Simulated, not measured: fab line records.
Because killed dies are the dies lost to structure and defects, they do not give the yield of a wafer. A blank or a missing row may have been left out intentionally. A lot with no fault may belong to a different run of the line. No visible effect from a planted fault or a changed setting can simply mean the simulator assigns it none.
Struck lot and sound lot, side by side ; flow n5-finfet ; 43 steps out of a route of 1938
Sound: the wafers L307.1, L307.2, L307.3. Struck: wafer L312.2. (L312.5, L312.6 of the same lot were not struck and are left out.) The cause comes at the end.
Order at every step that has rows: each side's tool, ch and its chambers, its first start. Under that, the readings that differ: sound wafers ; struck wafers ; difference of the means ; sigmas: that difference in standard deviations of wafers without a fault.
alike: readings with means less than 2 such deviations apart, plus words and numbers identical on both sides. not compared: withheld readings, readings lacking a value on some wafer, bounds such as >300 that could conceal the same value, and numbers that have no deviation in the record and whose values overlap.
The two part at a step that has a row with sigmas, a row that says differs or no value, or rows on one side only. Non-overlapping numbers with no deviation appear without sigmas and do not part them. A reading missing from all wafers of one side parts the sides only when that side holds two or more wafers.

N5_BEOL_M4_INSPECT_30: inspects for defects (brightfield).
  struck on defect-inspect-01, day 11 04:56; sound on defect-inspect-02, day 9 23:11
  alike: raw-defect-count
then, 11 steps without rows for these wafers: N5_BEOL_M4_DESCUM_33 (chemistry O2, time 7 s); N5_BEOL_M4_ETCH_77 (etches underlayer in N2/H2, target depth 6.5 nm, time 5.2 s); N5_BEOL_M4_ETCH_69 (etches SiARC in CF4, target depth 15.6 nm, time 26 s); N5_BEOL_M4_ALD_98 (deposits SiO2, target thk 2.5 nm, pulse time 1 s, co reactant pulse time 1 s); N5_BEOL_M4_ETCHBACK_99 (etches SiO2 in CHF3, target depth 5 nm, time 10.4 s); N5_BEOL_M4_ETCH_70 (etches SOC in N2/H2, target depth 80 nm, overetch 24 nm, time 130 s); N5_BEOL_M4_STRIP_71 (strips in N2/H2); N5_BEOL_M4_STRIP_78 (strips in N2/H2); N5_BEOL_M4_VIA_ETCH_34 (etches the open film in C4F6/O2, target depth 69.4 nm, time 65.9 s); N5_BEOL_M4_STRIP_83 (strips in C4F6/O2); N5_BEOL_M4_STRIP_36 (strips in N2/H2).
N5_BEOL_M4_TRENCH_ETCH_37: etches SiOC in C4F6/O2, target depth 55.555 nm, time 29.2 s.
  sound on rie-diel-01 ch 0,1,3, day 10 22:21; struck on rie-diel-01 ch 1, day 12 07:50
  alike: drypump-motor-current-A, oes-product-au, rf-vpp-V, showerhead-plenum-p-Torr, throttle-valve-pct
  not compared: rf-hours-counter-h
then, 2 steps without rows for these wafers: N5_BEOL_M4_ETCH_41 (etches SiCN in CH3F/O2, target depth 29.9 nm, time 52.5 s); N5_BEOL_M4_STRIP_97 (strips in N2/H2, time 10 s).
N5_BEOL_M4_OCD_MEAS_38:
  struck on ocd-01, day 12 07:59; sound on ocd-01, day 10 22:31
  alike: trench-depth-nm
then, 4 steps without rows for these wafers: N5_BEOL_M4_HM_STRIP_39 (strips TiN in peroxide tin strip, target depth 25 nm, time 158 s); N5_BEOL_M4_SRD_40 (time 30 s); N5_BEOL_M4_PRECLEAN_42 (cleans in residue remover, time 60 s); N5_BEOL_M4_SRD_43 (time 30 s).
N5_BEOL_M4_CD_MEAS_35: target cd 18 nm, target cd y 22.4 nm.
  struck on cd-sem-03, day 12 08:08; sound on cd-sem-03, day 10 22:40
  alike: cd-nm
then, 1 step without rows for these wafers: N5_BEOL_M4_DEGAS_44 (time 60 s).
N5_BEOL_M4_PRE_CLEAN_45: time 30 s.
  struck on pvd-sputter-03, day 12 08:35; sound on pvd-sputter-02, day 10 22:45
  alike: heater-power-w
then, 9 steps without rows for these wafers: N5_BEOL_M4_ALD_84 (deposits TaN, pulse time 2 s, purge time 3 s, co reactant purge time 2 s); N5_BEOL_M4_SURFACE_TREAT_85; N5_BEOL_M4_CVD_47 (deposits Co from CCTBA/H2, target thk 3 nm, time 223.8 s); N5_BEOL_M4_SPUTTER_48 (material Cu, target thk 4.5 nm, time 8.29 s); N5_BEOL_M4_ANNEAL_49 (time 240 s); N5_BEOL_M4_SPUTTER_79 (material Cu, target thk 4.5 nm, time 8.29 s); N5_BEOL_M4_ANNEAL_80 (time 240 s); N5_BEOL_M4_SPUTTER_81 (material Cu, target thk 4.5 nm, time 8.29 s); N5_BEOL_M4_ANNEAL_82 (time 240 s).
N5_BEOL_M4_SPUTTER_86: material Cu, target thk 4.5 nm, time 8.29 s.
  struck on pvd-sputter-03, day 12 10:07; sound on pvd-sputter-02, day 11 01:47
  alike: chuck-gas-flow-sccm, throttle-valve-pct
then, 1 step without rows for these wafers: N5_BEOL_M4_ANNEAL_87 (time 240 s).
N5_BEOL_M4_SPUTTER_88: material Cu, target thk 4.5 nm, time 8.29 s.
  struck on pvd-sputter-03, day 12 10:20; sound on pvd-sputter-02, day 11 02:00
  alike: chuck-gas-flow-sccm, throttle-valve-pct
then, 2 steps without rows for these wafers: N5_BEOL_M4_ANNEAL_89 (time 240 s); N5_BEOL_M4_SPUTTER_90 (material Cu, target thk 4.5 nm, time 8.29 s).
N5_BEOL_M4_ANNEAL_91: time 240 s.
  struck on pvd-sputter-03, day 12 10:38; sound on pvd-sputter-02, day 11 02:18
  alike: heater-power-w
N5_BEOL_M4_SPUTTER_92: material Cu, target thk 4.5 nm, time 8.29 s.
  struck on pvd-sputter-03, day 12 10:46; sound on pvd-sputter-02, day 11 02:26
reading;sound;struck;difference;sigmas
chuck-gas-flow-sccm (sccm);1.25 1.26 1.33;1.16;-0.12;-2
  alike: throttle-valve-pct
then, 3 steps without rows for these wafers: N5_BEOL_M4_ANNEAL_93 (time 240 s); N5_BEOL_M4_SPUTTER_94 (material Cu, target thk 4.5 nm, time 8.29 s); N5_BEOL_M4_ANNEAL_95 (time 240 s).
-- here the record skips 5 days between the struck wafers' starts before and after, leaving off in module BEOL_M4 and picking up in module PASSIVATION (first step shown: number 1936 of the route) --
N5_PASSIVATION_PROBE_49:
  the record has rows for the struck wafers here (prober-01, day 17 11:10) and none for the sound ones

WHERE THEY PART
Last at N5_PASSIVATION_PROBE_49 as far as this record goes, first at N5_BEOL_M4_SPUTTER_92.

WHY: whatever the simulator had introduced
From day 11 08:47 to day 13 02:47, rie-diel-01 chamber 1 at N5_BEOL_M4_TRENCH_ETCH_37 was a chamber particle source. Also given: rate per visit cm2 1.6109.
